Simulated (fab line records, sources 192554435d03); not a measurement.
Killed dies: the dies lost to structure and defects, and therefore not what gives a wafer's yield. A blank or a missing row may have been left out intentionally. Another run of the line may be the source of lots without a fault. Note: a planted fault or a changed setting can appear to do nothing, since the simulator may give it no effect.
Matching of chambers :: flow n5Finfet :: 4 sister chambers for N5_FIN_CUT_DESCUM_13 on rieDiel-02
The step chemistry O2, time 7 s. 8 wafers are shown with their chamber, then 7 later ones without.

WAFERS, EACH WITH ITS CHAMBER
wafer: L075.2
chamber: 1
drypumpMotorCurrentA (A): 5.1
throttleValvePct (%): 20.74

wafer: L075.6
chamber: 3
drypumpMotorCurrentA (A): 5.7
throttleValvePct (%): 20.76

wafer: L078.3
chamber: 2
drypumpMotorCurrentA (A): 5.8
throttleValvePct (%): 20.29

wafer: L078.4
chamber: 3
drypumpMotorCurrentA (A): 5.7
throttleValvePct (%): 20.76

wafer: L083.5
chamber: 0
drypumpMotorCurrentA (A): 5.7
throttleValvePct (%): 20.70

wafer: L083.6
chamber: 2
drypumpMotorCurrentA (A): 5.8
throttleValvePct (%): 20.30

wafer: L084.2
chamber: 1
drypumpMotorCurrentA (A): 5.1
throttleValvePct (%): 20.75

wafer: L084.3
chamber: 0
drypumpMotorCurrentA (A): 5.8
throttleValvePct (%): 20.69

WAFERS MISSING THEIR CHAMBER
wafer: L084.5
drypumpMotorCurrentA (A): 5.7
throttleValvePct (%): 20.69

wafer: L092.1
drypumpMotorCurrentA (A): 5.8
throttleValvePct (%): 20.32

wafer: L092.4
drypumpMotorCurrentA (A): 5.7
throttleValvePct (%): 20.70

wafer: L092.6
drypumpMotorCurrentA (A): 5.7
throttleValvePct (%): 20.38

wafer: L093.1
drypumpMotorCurrentA (A): 5.7
throttleValvePct (%): 20.71

wafer: L093.2
drypumpMotorCurrentA (A): 5.8
throttleValvePct (%): 20.31

wafer: L093.4
drypumpMotorCurrentA (A): 5.9
throttleValvePct (%): 20.31

THE CHAMBER EACH PASSED THROUGH
wafer: L084.5
from the rows above: 0
in truth: 0

wafer: L092.1
from the rows above: 2
in truth: 2

wafer: L092.4
from the rows above: 0
in truth: 0

wafer: L092.6
from the rows above: 2
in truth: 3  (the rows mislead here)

wafer: L093.1
from the rows above: 0
in truth: 0

wafer: L093.2
from the rows above: 2
in truth: 2

wafer: L093.4
from the rows above: 2
in truth: 2
Correctly placed: 6 of 7. From these rows, 0 cannot be placed. 1 placed wrongly.
How it was worked out, from the rows above alone: a wafer's distance from a chamber is the root of the sum, over the readings, of the square of ((its reading less the chamber's mean) divided by the reading's scatter). If the next closest chamber is less than 2 further off than the closest, the wafer can't be placed; otherwise it belongs to the closest. Each chamber's mean is taken over the wafers shown for it. The scatter is the square root of a quotient: the sum, over the shown wafers, of each reading's squared deviation from its chamber's mean, divided by wafers minus chambers.
